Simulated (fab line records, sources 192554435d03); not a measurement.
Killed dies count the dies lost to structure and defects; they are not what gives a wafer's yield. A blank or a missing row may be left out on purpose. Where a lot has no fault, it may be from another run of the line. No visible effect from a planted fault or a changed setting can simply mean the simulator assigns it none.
fab line records    flow n5-finfet
record: lots: 7  wafers: 39
route steps=1938 shown MOL_CONTACT_COAG@599
start-h: hours from the record's opening day to when the first of the lot's shown wafers began    wait-h: hours since the lot's step before    " repeats the value in the row above    L1.1+2: a row that stands for several wafers    - value missing, or start not given    * or withheld: withheld    < > ~ a bound
route shown NAME@n: a module of which the file shows steps, and the number in the route of the first    usual: average and standard deviation across the fault-free wafers    same: alike in all rows    chamber/n: place in a boat    sites: per-site readings    _std_site: their standard deviation    _edge_site: mean of outer sites minus mean of inner sites    radius-mm: for every site, how far away it sits from the centre of the wafer    mask NAME#n: copy n    behind: the tool/chamber that last shaped the wafer    hold: why the lot went on hold/how many hours it stayed there/how the hold came to an end    device: which transistor (n, p or np) failed to switch    end of line: the tests these same wafers got at the end of their route    step lacking rows: just its recipe    killed: the dies lost at the first sort to structure and to defects; this is not the yield of the wafer    map: per-die view of a wafer (x killed, . not killed, _ where there is no die)
set.NAME: the setting that was run; set.NAME@STEP: the one run at that earlier step    model.NAME: the simulator's own value behind a step, which no gauge read
lots run with intentionally changed settings; tables by step, rows by wafer
== steps ==
step: N5_MOL_CONTACT_COAG_EXPOSE_37
recipe: mask-id: VD  na: 0.33  source-shape: annular  sigma-inner: 0.3  sigma-outer: 0.7  polarization: unpolarized  defocus-nm: 0  dose-mj: 62
lot.wafer         tool            chamber  start-h  wait-h  mask  set.dose-mj
L076.1+2+3+4+5+6  euv-scanner-02  0        114.97   -       VD#0  62
L078.1+3+5        euv-scanner-02  0        123.94   -       VD#0  62
L078.2+4+6        "               0        "        "       VD#0  58.18
L083.1+3+6        euv-scanner-01  0        153.10   -       VD#0  57.43
L083.2+4+5        "               0        "        "       VD#0  62
L090.1+3+5        euv-scanner-01  0        200.11   -       VD#0  58.2
L090.2+4+6        "               0        "        "       VD#0  62
L091.1+2+3+4+5+6  euv-scanner-01  0        207.37   -       VD#0  62
L093.1+3+5        euv-scanner-02  0        213.98   -       VD#0  65.89
L093.2+4+6        "               0        "        "       VD#0  62
L097.1+4+5        euv-scanner-02  0        241.97   -       VD#0  62
step: N5_MOL_CONTACT_COAG_PEB_38
recipe: peb-temp-c: 100  peb-time-s: 60  resist: CAR-EUV
step: N5_MOL_CONTACT_COAG_DEVELOP_39
recipe: develop-time-s: 30  developer: TMAH  resist: CAR-EUV  rinse-liquid: surfactant-rinse  dry: air-spin  dev-temp-c: 23
step: N5_MOL_CONTACT_COAG_CD_MEAS_40
recipe: target-cd-nm: 25.1  landing-energy-ev: 500  detector: se-inlens  polarity: opening
usual: cd-nm: 25.08/0.25
lot.wafer  tool       chamber  start-h  wait-h  set.dose-mj@MOL_CONTACT_COAG_EXPOSE_37  cd-nm
L076.1     cd-sem-03  0        115.11   -       62                                      25.28
L076.2     "          0        "        "       62                                      24.91
L076.3     "          0        "        "       62                                      25.22
L076.4     "          0        "        "       62                                      24.93
L076.5     "          0        "        "       62                                      25.23
L076.6     "          0        "        "       62                                      25.39
L078.1     cd-sem-01  0        124.08   -       62                                      25.24
L078.2     "          0        "        "       58.18                                   24.15
L078.3     "          0        "        "       62                                      25.28
L078.4     "          0        "        "       58.18                                   23.99
L078.5     "          0        "        "       62                                      25.32
L078.6     "          0        "        "       58.18                                   23.78
L083.1     cd-sem-03  0        153.24   -       57.43                                   23.85
L083.2     "          0        "        "       62                                      25.03
L083.3     "          0        "        "       57.43                                   23.62
L083.4     "          0        "        "       62                                      25.16
L083.5     "          0        "        "       62                                      25.08
L083.6     "          0        "        "       57.43                                   23.13
L090.1     cd-sem-02  0        200.25   -       58.2                                    23.98
L090.2     "          0        "        "       62                                      25.01
L090.3     "          0        "        "       58.2                                    23.98
L090.4     "          0        "        "       62                                      24.90
L090.5     "          0        "        "       58.2                                    23.71
L090.6     "          0        "        "       62                                      24.95
L091.1     cd-sem-03  0        207.51   -       62                                      25.64
L091.2     "          0        "        "       62                                      25.44
L091.3     "          0        "        "       62                                      25.48
L091.4     "          0        "        "       62                                      25.47
L091.5     "          0        "        "       62                                      25.49
L091.6     "          0        "        "       62                                      25.29
L093.1     cd-sem-03  0        214.13   -       65.89                                   26.26
L093.2     "          0        "        "       62                                      24.81
L093.3     "          0        "        "       65.89                                   26.38
L093.4     "          0        "        "       62                                      24.97
L093.5     "          0        "        "       65.89                                   25.87
L093.6     "          0        "        "       62                                      25.61
L097.1     cd-sem-01  0        242.12   -       62                                      25.29
L097.4     "          0        "        "       62                                      25.17
L097.5     "          0        "        "       62                                      25.32
step: N5_MOL_CONTACT_COAG_PRECLEAN_138
recipe: chemistry: alkaline-clean  temp-c: 60  time-s: 60  do-ppb: 50
step: N5_MOL_CONTACT_COAG_SRD_139
recipe: dry: ipa-marangoni  time-s: 30  temp-c: 23  rinse-liquid: diw
step: N5_MOL_CONTACT_COAG_CD_MEAS_101
recipe: target-cd-nm: 16
usual: cd-nm: 15.94/0.28
lot.wafer  tool       chamber  start-h  wait-h  set.dose-mj@MOL_CONTACT_COAG_EXPOSE_37  cd-nm
L076.1     cd-sem-02  -        117.49   0.0     62                                      15.84
L076.2     "          -        "        "       62                                      16.20
L076.3     "          -        "        "       62                                      15.87
L076.4     "          -        "        "       62                                      16.01
L076.5     "          -        "        "       62                                      15.73
L076.6     "          -        "        "       62                                      16.07
L078.1     cd-sem-03  -        125.17   0.0     62                                      15.71
L078.2     "          -        "        "       58.18                                   14.72
L078.3     "          -        "        "       62                                      16.21
L078.4     "          -        "        "       58.18                                   14.68
L078.5     "          -        "        "       62                                      16.31
L078.6     "          -        "        "       58.18                                   14.81
L083.1     cd-sem-01  -        154.19   0.0     57.43                                   14.20
L083.2     "          -        "        "       62                                      15.79
L083.3     "          -        "        "       57.43                                   14.29
L083.4     "          -        "        "       62                                      15.77
L083.5     "          -        "        "       62                                      15.89
L083.6     "          -        "        "       57.43                                   14.48
L090.1     cd-sem-03  -        202.64   0.0     58.2                                    14.51
L090.2     "          -        "        "       62                                      15.60
L090.3     "          -        "        "       58.2                                    14.75
L090.4     "          -        "        "       62                                      15.92
L090.5     "          -        "        "       58.2                                    13.99
L090.6     "          -        "        "       62                                      15.86
L091.1     cd-sem-01  -        208.45   0.0     62                                      16.01
L091.2     "          -        "        "       62                                      16.44
L091.3     "          -        "        "       62                                      15.87
L091.4     "          -        "        "       62                                      15.87
L091.5     "          -        "        "       62                                      16.16
L091.6     "          -        "        "       62                                      15.78
L093.1     cd-sem-01  -        215.07   0.0     65.89                                   17.01
L093.2     "          -        "        "       62                                      15.65
L093.3     "          -        "        "       65.89                                   17.09
L093.4     "          -        "        "       62                                      15.55
L093.5     "          -        "        "       65.89                                   16.32
L093.6     "          -        "        "       62                                      15.86
L097.1     cd-sem-01  -        243.44   0.0     62                                      15.98
L097.4     "          -        "        "       62                                      16.15
L097.5     "          -        "        "       62                                      16.13
== key ==
split: step: N5_MOL_CONTACT_COAG_EXPOSE_37  setting: dose-mj  stated: 62  by: wafer
response: step: N5_MOL_CONTACT_COAG_CD_MEAS_40  reading: cd-nm  change: +0.193  per: 1%  r: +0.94
response: step: N5_MOL_CONTACT_COAG_CD_MEAS_101  reading: cd-nm  change: +0.205  per: 1%  r: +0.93
